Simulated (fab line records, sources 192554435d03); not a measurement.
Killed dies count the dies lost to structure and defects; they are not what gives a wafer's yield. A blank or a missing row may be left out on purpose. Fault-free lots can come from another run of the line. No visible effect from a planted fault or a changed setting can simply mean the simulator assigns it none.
Struck lot and sound lot, side by side    flow n5Finfet    42 steps out of a route of 1938
Sound: the wafers L759.1, L759.2, L759.4. Struck: wafer L761.6. (L761.2, L761.5 of the same lot were not struck and are left out.) The cause comes at the end.
Order at every step that has rows: each side's tool, ch and its chambers, its first start. Under that, the readings that differ: sound wafers    struck wafers    difference of the means    sigmas: that difference in standard deviations of wafers without a fault.
alike: a reading whose means differ by less than 2 such deviations, as well as words and numbers matching on both sides. not compared: withheld readings; readings where some wafer has no value; bounds like >300 that might hide an equal value; numbers whose values overlap and for which the record gives no deviation.
Wherever a step has rows on one side only, a row that says differs or no value, or a row with sigmas, the two part there. Non-overlapping numbers with no deviation appear without sigmas and do not part them. A reading missing from all wafers of one side parts the sides only when that side holds two or more wafers.

first, 11 steps without rows for these wafers: N5_BEOL_M1_DESCUM_33 (chemistry O2, time 7 s); N5_BEOL_M1_ETCH_77 (etches underlayer in N2/H2, target depth 6.5 nm, time 5.2 s); N5_BEOL_M1_ETCH_69 (etches SiARC in CF4, target depth 15.6 nm, time 26 s); N5_BEOL_M1_ALD_98 (deposits SiO2, target thk 2.5 nm, pulse time 1 s, co reactant pulse time 1 s); N5_BEOL_M1_ETCHBACK_99 (etches SiO2 in CHF3, target depth 5 nm, time 10.4 s); N5_BEOL_M1_ETCH_70 (etches SOC in N2/H2, target depth 80 nm, overetch 16 nm, time 120 s); N5_BEOL_M1_STRIP_71 (strips in N2/H2); N5_BEOL_M1_STRIP_78 (strips in N2/H2); N5_BEOL_M1_VIA_ETCH_34 (etches the open film in C4F6/O2, target depth 67.8 nm, time 64.4 s); N5_BEOL_M1_STRIP_83 (strips in C4F6/O2); N5_BEOL_M1_STRIP_36 (strips in N2/H2).
N5_BEOL_M1_TRENCH_ETCH_37: etches SiOC in C4F6/O2, target depth 55.207 nm, time 29 s.
  sound on rieDiel-01 ch 0,1,2, day 6 23:17; struck on rieDiel-01 ch 0, day 7 15:01
reading                                    sound              struck  difference  sigmas
model.BEOL_M1.featureDepthNm (nm)          56.2 52.6 54.6     71.8    +17.3       
model.etch.depthNm (nm)                    56.14 52.64 54.69  71.72   +17.23      
model.TiN_of_BEOL_M1_HM_DEP_02.thkNm (nm)  18 18.4 17.8       17.2    -0.9        
  alike: drypumpMotorCurrentA, oesProductAu, rfVppV, showerheadPlenumPTorr, throttleValvePct
  not compared: rfHoursCounterH
then, 2 steps without rows for these wafers: N5_BEOL_M1_ETCH_41 (etches SiCN in CH3F/O2, target depth 31.9 nm, time 57.8 s); N5_BEOL_M1_STRIP_97 (strips in N2/H2, time 10 s).
N5_BEOL_M1_OCD_MEAS_38:
  sound on ocd-02 at day 6 23:26; struck on ocd-02 at day 7 15:10
reading             sound           struck  difference  sigmas
trenchDepthNm (nm)  56.3 52.3 54.3  71.1    +16.8       +17
then, 25 steps without rows for these wafers: N5_BEOL_M1_HM_STRIP_39 (strips TiN in peroxide tin strip, target depth 25 nm, time 158 s); N5_BEOL_M1_SRD_40 (time 30 s); N5_BEOL_M1_PRECLEAN_42 (cleans in residue remover, time 60 s); N5_BEOL_M1_SRD_43 (time 30 s); N5_BEOL_M1_DEGAS_44 (time 60 s); N5_BEOL_M1_PRE_CLEAN_45 (time 30 s); N5_BEOL_M1_ALD_84 (deposits TaN, pulse time 2 s, purge time 3 s, co reactant purge time 2 s); N5_BEOL_M1_SURFACE_TREAT_85; N5_BEOL_M1_CVD_47 (deposits Co from CCTBA/H2, target thk 3 nm, time 223.8 s); N5_BEOL_M1_SPUTTER_48 (material Cu, target thk 4.5 nm, time 8.29 s); N5_BEOL_M1_ANNEAL_49 (time 240 s); N5_BEOL_M1_SPUTTER_79 (material Cu, target thk 4.5 nm, time 8.29 s); N5_BEOL_M1_ANNEAL_80 (time 240 s); N5_BEOL_M1_SPUTTER_81 (material Cu, target thk 4.5 nm, time 8.29 s); N5_BEOL_M1_ANNEAL_82 (time 240 s); N5_BEOL_M1_SPUTTER_86 (material Cu, target thk 4.5 nm, time 8.29 s); N5_BEOL_M1_ANNEAL_87 (time 240 s); N5_BEOL_M1_SPUTTER_88 (material Cu, target thk 4.5 nm, time 8.29 s); N5_BEOL_M1_ANNEAL_89 (time 240 s); N5_BEOL_M1_SPUTTER_90 (material Cu, target thk 4.5 nm, time 8.29 s); N5_BEOL_M1_ANNEAL_91 (time 240 s); N5_BEOL_M1_SPUTTER_92 (material Cu, target thk 4.5 nm, time 8.29 s); N5_BEOL_M1_ANNEAL_93 (time 240 s); N5_BEOL_M1_SPUTTER_94 (material Cu, target thk 4.5 nm, time 8.29 s); N5_BEOL_M1_ANNEAL_95 (time 240 s).
N5_BEOL_M4_RC_MEAS_101:
  sound on prober-02 ch 0, day 8 09:25; struck on prober-02 ch 0, day 9 08:59
reading                       sound        struck  difference  sigmas
CHAIN_V0 (ohm/link)           226 246 242  187     -51         -6
CHAIN_V0_max_site (ohm/link)  237 255 249  196     -51         -5
  alike: DIBL_N, DIBL_P, IOFF_N, IOFF_P, ION_N, ION_P, SS_N, SS_P, VT_N, VT_P
then, 1 step without rows for these wafers: N5_PASSIVATION_PROBE_49.

== WHERE THEY PART ==
At N5_BEOL_M1_OCD_MEAS_38 first; at N5_BEOL_M4_RC_MEAS_101 last (within this record only).

WHY: what the simulator had put in
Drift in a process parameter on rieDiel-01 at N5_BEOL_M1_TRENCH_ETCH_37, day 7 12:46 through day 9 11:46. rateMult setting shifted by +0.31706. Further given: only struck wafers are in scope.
